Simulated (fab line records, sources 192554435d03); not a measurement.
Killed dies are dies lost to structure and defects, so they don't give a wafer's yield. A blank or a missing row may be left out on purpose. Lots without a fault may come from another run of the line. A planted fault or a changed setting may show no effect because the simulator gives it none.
Which tool did it? | flow n5_finfet | 20 lots, 60 wafers sampled, at 4 steps of a route of 1938

WHAT THE GAUGES READ, wafer by wafer
N5_HKMG_FIN_CD_MEAS_12: target cd 92.8 nm.
lot  | measured    | on        | cd_nm (nm)
L075 | day 4 10:30 | cd_sem-03 | 93.0 92.7 93.1
L076 | day 4 16:37 | cd_sem-01 | 93.3 93.0 93.2
L077 | day 4 20:49 | cd_sem-02 | 93.9 93.2 93.0
L078 | day 5 03:50 | cd_sem-01 | 93.4 92.6 93.3
L079 | day 5 10:20 | cd_sem-01 | 92.8 93.6 93.2
L080 | day 5 15:48 | cd_sem-03 | 92.6 92.0 91.7
L081 | day 5 23:19 | cd_sem-02 | 93.0 93.0 92.1
L083 | day 6 09:44 | cd_sem-03 | 92.5 92.1 92.4
L084 | day 6 16:27 | cd_sem-02 | 92.4 92.5 92.4
L085 | day 6 20:51 | cd_sem-01 | 92.6 91.7 92.0
L086 | day 7 08:09 | cd_sem-02 | 92.0 91.9 92.0
L087 | day 7 10:08 | cd_sem-01 | 92.5 92.6 93.2
L088 | day 7 18:35 | cd_sem-01 | 92.7 92.8 93.2
L089 | day 7 20:47 | cd_sem-03 | 92.7 92.6 93.1
L090 | day 8 02:02 | cd_sem-01 | 92.6 92.6 92.6
L091 | day 8 09:10 | cd_sem-03 | 93.1 92.8 93.1
L094 | day 9 05:38 | cd_sem-01 | 92.3 92.2 92.5
L095 | day 9 08:34 | cd_sem-02 | 92.7 92.7 93.4
L096 | day 9 20:26 | cd_sem-02 | 92.3 92.4 92.2
L097 | day 9 20:41 | cd_sem-03 | 92.9 92.1 92.0

WHICH TOOL RAN EACH LOT (tool, then ch and the chambers of the sampled wafers, then the start)
lot  | N5_SDB_HM_DEP_00               | N5_HKMG_FIN_ALD_75              | N5_HKMG_FIN_ETCH_54
L075 | pecvd-03 ch 0,2, day 4 00:17   | ald_hk-03 ch 1,3, day 4 06:36   | rie_diel-04 ch 0,1,2, day 4 07:11
L076 | pecvd-03 ch 0,1, day 4 06:47   | ald_hk-02 ch 1,2,3, day 4 12:49 | rie_diel-06 ch 1,2, day 4 13:22
L077 | pecvd-03 ch 1,2, day 4 10:56   | ald_hk-01 ch 0,1,3, day 4 16:56 | rie_diel-05 ch 0,2,3, day 4 17:38
L078 | pecvd-04 ch 1,2, day 4 17:53   | ald_hk-01 ch 0,1,2, day 4 23:59 | rie_diel-04 ch 0,1,2, day 5 00:35
L079 | pecvd-02 ch 0,1,2, day 5 01:07 | ald_hk-01 ch 0,1,2, day 5 06:37 | rie_diel-06 ch 1,2,3, day 5 07:12
L080 | pecvd-02 ch 0,1, day 5 06:14   | ald_hk-02 ch 1,2,3, day 5 11:42 | rie_diel-04 ch 0,2, day 5 12:17
L081 | pecvd-04 ch 0,2, day 5 12:22   | ald_hk-02 ch 0,3, day 5 19:10   | rie_diel-05 ch 1,3, day 5 19:56
L083 | pecvd-03 ch 0,2, day 5 23:44   | ald_hk-03 ch 1,3, day 6 05:53   | rie_diel-06 ch 0,1, day 6 06:20
L084 | pecvd-04 ch 0,2, day 6 05:52   | ald_hk-03 ch 1,3, day 6 12:25   | rie_diel-05 ch 1,3, day 6 12:53
L085 | pecvd-04 ch 0,1,2, day 6 11:03 | ald_hk-02 ch 1,2, day 6 16:49   | rie_diel-05 ch 0,1,3, day 6 17:24
L086 | pecvd-04 ch 0,1,2, day 6 21:46 | ald_hk-02 ch 0,3, day 7 04:20   | rie_diel-05 ch 1,2,3, day 7 04:48
L087 | pecvd-02 ch 0,1,2, day 7 00:17 | ald_hk-02 ch 0,1,3, day 7 06:25 | rie_diel-04 ch 0,1,2, day 7 06:58
L088 | pecvd-03 ch 0,2, day 7 09:14   | ald_hk-02 ch 0,1, day 7 14:43   | rie_diel-06 ch 1,2,3, day 7 15:18
L089 | pecvd-02 ch 0,1, day 7 11:17   | ald_hk-02 ch 0,1,3, day 7 16:57 | rie_diel-04 ch 0,2, day 7 17:32
L090 | pecvd-02 ch 0,1,2, day 7 16:17 | ald_hk-02 ch 0,1,2, day 7 22:05 | rie_diel-06 ch 1,3, day 7 22:41
L091 | pecvd-04 ch 0,1,2, day 7 23:40 | ald_hk-03 ch 0,1,2, day 8 05:18 | rie_diel-06 ch 1,2,3, day 8 05:53
L094 | pecvd-03 ch 0,1,2, day 8 20:26 | ald_hk-02 ch 0,1,3, day 9 01:46 | rie_diel-06 ch 0,2,3, day 9 02:22
L095 | pecvd-03 ch 0,1,2, day 8 22:59 | ald_hk-02 ch 0,2,3, day 9 04:37 | rie_diel-06 ch 1,2,3, day 9 05:13
L096 | pecvd-02 ch 1,2, day 9 10:28   | ald_hk-03 ch 1,2,3, day 9 16:40 | rie_diel-04 ch 0,1, day 9 17:14
L097 | pecvd-04 ch 0,1, day 9 10:52   | ald_hk-01 ch 0,1,3, day 9 16:51 | rie_diel-06 ch 0,1,2, day 9 17:20
- N5_SDB_HM_DEP_00: deposits SiNx from SiH4/NH3/N2, target thk 40 nm, time 35.3 s.
- N5_HKMG_FIN_ALD_75: deposits Al2O3, target thk 1 nm, co reactant pulse time 1 s.
- N5_HKMG_FIN_ETCH_54: etches SiARC in CF4, target depth 45.5 nm, time 75.8 s.

WHAT THE TOOLS THEMSELVES READ (means of the sampled wafers that have a number; where no wafer has one, the mark that the record gives instead)
N5_SDB_HM_DEP_00.
lot  | tool     | heater_power_outer_w (W) | heater_power_w (W) | showerhead_plenum_p_Torr (Torr) | showerhead_vpp_V (V) | throttle_valve_pct (%)
L075 | pecvd-03 | 515                      | 805                | 5.22                            | 1094                 | 37.7
L076 | pecvd-03 | 454                      | 788                | 5.22                            | 1111                 | 38.7
L077 | pecvd-03 | 486                      | 818                | 5.20                            | 1124                 | 38.0
L078 | pecvd-04 | 424                      | 689                | 5.16                            | 1076                 | 39.4
L079 | pecvd-02 | 481                      | 777                | 5.10                            | 1066                 | 40.7
L080 | pecvd-02 | 485                      | 799                | 5.07                            | 1073                 | 42.8
L081 | pecvd-04 | 461                      | 766                | 5.23                            | 1086                 | 39.4
L083 | pecvd-03 | 527                      | 846                | 5.22                            | 1102                 | 37.8
L084 | pecvd-04 | 445                      | 756                | 5.22                            | 1089                 | 39.5
L085 | pecvd-04 | 448                      | 749                | 5.18                            | 1095                 | 38.6
L086 | pecvd-04 | 470                      | 778                | 5.19                            | 1104                 | 38.7
L087 | pecvd-02 | 515                      | 825                | 5.10                            | 1088                 | 40.9
L088 | pecvd-03 | 533                      | 840                | 5.21                            | 1095                 | 37.7
L089 | pecvd-02 | 541                      | 865                | 5.04                            | 1097                 | 43.3
L090 | pecvd-02 | 503                      | 794                | 5.10                            | 1077                 | 40.9
L091 | pecvd-04 | 476                      | 775                | 5.20                            | 1113                 | 38.7
L094 | pecvd-03 | 465                      | 770                | 5.21                            | 1108                 | 38.2
L095 | pecvd-03 | 485                      | 820                | 5.22                            | 1119                 | 38.5
L096 | pecvd-02 | 420                      | 689                | 5.14                            | 1078                 | 40.4
L097 | pecvd-04 | 514                      | 825                | 5.18                            | 1163                 | 37.1

N5_HKMG_FIN_ALD_75.
lot  | tool      | heater_power_outer_w (W) | heater_power_w (W) | precursor_pulse_height_rel
L075 | ald_hk-03 | 88                       | 165                | 1.001
L076 | ald_hk-02 | 70                       | 138                | 1.012
L077 | ald_hk-01 | 74                       | 154                | 1.004
L078 | ald_hk-01 | 72                       | 144                | 0.982
L079 | ald_hk-01 | 71                       | 145                | 1.021
L080 | ald_hk-02 | 71                       | 135                | 0.992
L081 | ald_hk-02 | 76                       | 146                | 0.990
L083 | ald_hk-03 | 88                       | 158                | 0.994
L084 | ald_hk-03 | 85                       | 155                | 0.997
L085 | ald_hk-02 | 72                       | 132                | 0.998
L086 | ald_hk-02 | 76                       | 147                | 0.981
L087 | ald_hk-02 | 77                       | 144                | 0.998
L088 | ald_hk-02 | 83                       | 146                | 0.986
L089 | ald_hk-02 | 77                       | 143                | 1.001
L090 | ald_hk-02 | 75                       | 140                | 0.991
L091 | ald_hk-03 | 87                       | 162                | 0.999
L094 | ald_hk-02 | 77                       | 144                | 0.996
L095 | ald_hk-02 | 74                       | 141                | 0.994
L096 | ald_hk-03 | 84                       | 154                | 1.013
L097 | ald_hk-01 | 76                       | 151                | 0.994

N5_HKMG_FIN_ETCH_54.
lot  | tool        | bias_w (W) | drypump_motor_current_A (A) | etch_rf_on_time_s (s) | mfc_ar_sccm (sccm) | oes_product_au (a.u.) | rf_vpp_V (V) | showerhead_plenum_p_Torr (Torr) | throttle_valve_pct (%)
L075 | rie_diel-04 | 36.01      | 5.8                         | 75.5                  | 99.8               | 0.77                  | 184.5        | 2.18                            | 15.41
L076 | rie_diel-06 | 35.96      | 6.2                         | 75.3                  | 100.2              | 0.75                  | 184.4        | 2.20                            | 15.48
L077 | rie_diel-05 | 35.93      | 5.6                         | 76.6                  | 100.0              | 0.59                  | 184.6        | 2.11                            | 15.73
L078 | rie_diel-04 | 35.96      | 5.8                         | 74.5                  | 99.9               | 0.76                  | 184.8        | 2.18                            | 15.43
L079 | rie_diel-06 | 36.03      | 6.2                         | 75.4                  | 100.1              | 0.69                  | 184.2        | 2.13                            | 15.46
L080 | rie_diel-04 | 35.94      | 5.6                         | 75.8                  | 100.3              | 0.75                  | 183.7        | 2.18                            | 15.52
L081 | rie_diel-05 | 36.04      | 5.7                         | 76.6                  | 99.9               | 0.62                  | 184.2        | 2.20                            | 15.50
L083 | rie_diel-06 | 35.89      | 6.2                         | 75.8                  | 99.7               | 0.71                  | 184.9        | 2.22                            | 15.45
L084 | rie_diel-05 | 35.99      | 5.8                         | 77.5                  | 99.6               | 0.60                  | 184.5        | 2.16                            | 15.65
L085 | rie_diel-05 | 36.01      | 5.5                         | 76.0                  | 100.1              | 0.68                  | 185.2        | 2.21                            | 15.56
L086 | rie_diel-05 | 36.00      | 5.8                         | 75.8                  | 99.9               | 0.67                  | 183.6        | 2.18                            | 15.40
L087 | rie_diel-04 | 35.95      | 5.8                         | 75.1                  | 99.9               | 0.73                  | 184.4        | 2.17                            | 15.46
L088 | rie_diel-06 | 36.16      | 6.2                         | 74.7                  | 100.0              | 0.66                  | 183.3        | 2.12                            | 15.51
L089 | rie_diel-04 | 35.99      | 5.6                         | 75.3                  | 99.5               | 0.73                  | 183.8        | 2.17                            | 15.56
L090 | rie_diel-06 | 35.93      | 6.6                         | 75.9                  | 100.2              | 0.64                  | 183.8        | 2.11                            | 15.41
L091 | rie_diel-06 | 35.87      | 6.2                         | 75.8                  | 100.1              | 0.66                  | 183.3        | 2.12                            | 15.50
L094 | rie_diel-06 | 35.92      | 6.0                         | 75.8                  | 100.1              | 0.62                  | 183.9        | 2.07                            | 15.51
L095 | rie_diel-06 | 35.97      | 6.2                         | 75.9                  | 100.4              | 0.65                  | 184.6        | 2.11                            | 15.53
L096 | rie_diel-04 | 36.04      | 5.6                         | 76.8                  | 100.1              | 0.72                  | 184.2        | 2.18                            | 15.43
L097 | rie_diel-06 | 36.03      | 6.0                         | 76.4                  | 100.3              | 0.66                  | 184.7        | 2.15                            | 15.56

THE ANSWER, worked out from the rows above alone
Rule: what is usual is taken from the lots themselves. Put in order of their means at a reading, lots are off if they are a third of the lots or fewer, leave a main group of 4 or more, and stand apart from it by a gap of 3 or more times the standard deviation of the main group's means; of several such gaps the widest counts. A main group whose means are all the same, to the digits that the tables above print for the reading, isn't used. A lot without any number at a reading at which 4 lots or more have one is off too. The other lots that the step has rows for count as sound. The gauges are gone through in route order, then the tools' own readings, and for those a lot's mean is taken as printed above. The first step at which some lot is off is used, and at that step the reading that is off furthest; a lot without a number counts as furthest.
No lot is off at any reading shown: from this, nothing can be told.

WHAT THE SIMULATOR HAD PUT IN
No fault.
